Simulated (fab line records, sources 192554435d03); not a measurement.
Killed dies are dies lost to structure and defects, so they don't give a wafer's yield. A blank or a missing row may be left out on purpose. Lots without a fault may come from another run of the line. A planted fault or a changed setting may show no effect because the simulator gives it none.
Split-lot experiment | flow n5_finfet | 7 lots, 21 wafers read, on a route of 1938 steps

THE SPLIT
At N5_BEOL_M10_ETCH_41 (etches SiCN in CH3F/O2, target depth 42.6 nm, time 86 s), the setting source_w was moved away from the recipe's 395 W on 6 of the 21 wafers read, by -15.3% to +15.1%. The other wafers ran this setting at the recipe's value.

The reading is taken at the split's own step.

THE READING
rf_vpp_V, in V, at N5_BEOL_M10_ETCH_41 (etches SiCN in CH3F/O2, target depth 42.6 nm, time 86 s). Fault-free wafers of this fab line usually give 297.8 V, standard deviation 1.6 V.

wafer  | tool, chamber at the split | source_w as run, W | against the recipe | rf_vpp_V, V | against lot-mates on the recipe
L078.3 | rie_diel-05, 1             | 395                | recipe             | 293.5       | -
L078.4 | rie_diel-05, 3             | 395                | recipe             | 296.4       | -
L078.5 | rie_diel-05, 1             | 445.7              | +12.8%             | 285.3       | -9.6
L081.1 | rie_diel-05, 1             | 395                | recipe             | 295.4       | -
L081.2 | rie_diel-05, 0             | 454.6              | +15.1%             | 285.4       | -12.1
L081.3 | rie_diel-05, 2             | 395                | recipe             | 299.5       | -
L080.1 | rie_diel-03, 3             | 395                | recipe             | 296.0       | -
L080.3 | rie_diel-03, 0             | 395                | recipe             | 298.4       | -
L080.6 | rie_diel-03, 3             | 395                | recipe             | 296.3       | -
L083.2 | rie_diel-04, 3             | 395                | recipe             | 298.4       | -
L083.3 | rie_diel-04, 2             | 395                | recipe             | 295.4       | -
L083.5 | rie_diel-04, 3             | 334.6              | -15.3%             | 315.7       | +18.8
L089.2 | rie_diel-05, 3             | 395                | recipe             | 296.0       | -
L089.4 | rie_diel-05, 2             | 395                | recipe             | 299.3       | -
L089.6 | rie_diel-05, 3             | 395                | recipe             | 297.8       | -
L090.2 | rie_diel-03, 1             | 395                | recipe             | 298.0       | -
L090.3 | rie_diel-03, 2             | 415.1              | +5.1%              | 294.6       | -3.4
L090.5 | rie_diel-03, 2             | 415.1              | +5.1%              | 296.1       | -1.9
L096.2 | rie_diel-03, 3             | 395                | recipe             | 297.6       | -
L096.3 | rie_diel-03, 0             | 395                | recipe             | 298.7       | -
L096.4 | rie_diel-03, 1             | 447.2              | +13.2%             | 286.3       | -11.8

THE FIT
A straight line over all 21 wafers: rf_vpp_V changes by -0.936 V for each +1% of source_w; r = -0.95; the points scatter about the line by 2 V.
The same after taking each lot's own level away (the mean of its wafers on the recipe; 21 wafers): -0.939 V for each +1%; r = -0.96; scatter 1.7 V.
On that fit, the largest move of source_w shifts the reading by 14 V.
The lots' own levels span 294.95 to 298.15 V, that is 2.0 times the standard deviation above.
So the lot-to-lot level changes the slope little: the two slopes agree.
Check: with one of the wafers moved furthest among these (-15.3%) left out of the fit, the line predicts +12.3 V for it against its lot-mates. It came out at +18.8 V against them.
Tool readings at the split's step, against how far the setting was moved: rf_vpp_V r = -0.95.

OTHER SPLITS ON THESE WAFERS
These wafers also went through other splits before the reading. Each is held against what the fit with the lots' levels taken away leaves over:
other split on the same wafers | wafers away from the commonest value | r with rf_vpp_V (lot level and that fit taken away)
N5_BEOL_M9_COAT_05 spin_rpm    | 7                                    | +0.25
N5_BEOL_M10_VIA_ETCH_34 time_s | 7                                    | +0.07

THE FILE'S OWN FIT
rf_vpp_V changes by -0.923 V for each +1% of source_w, r = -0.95.
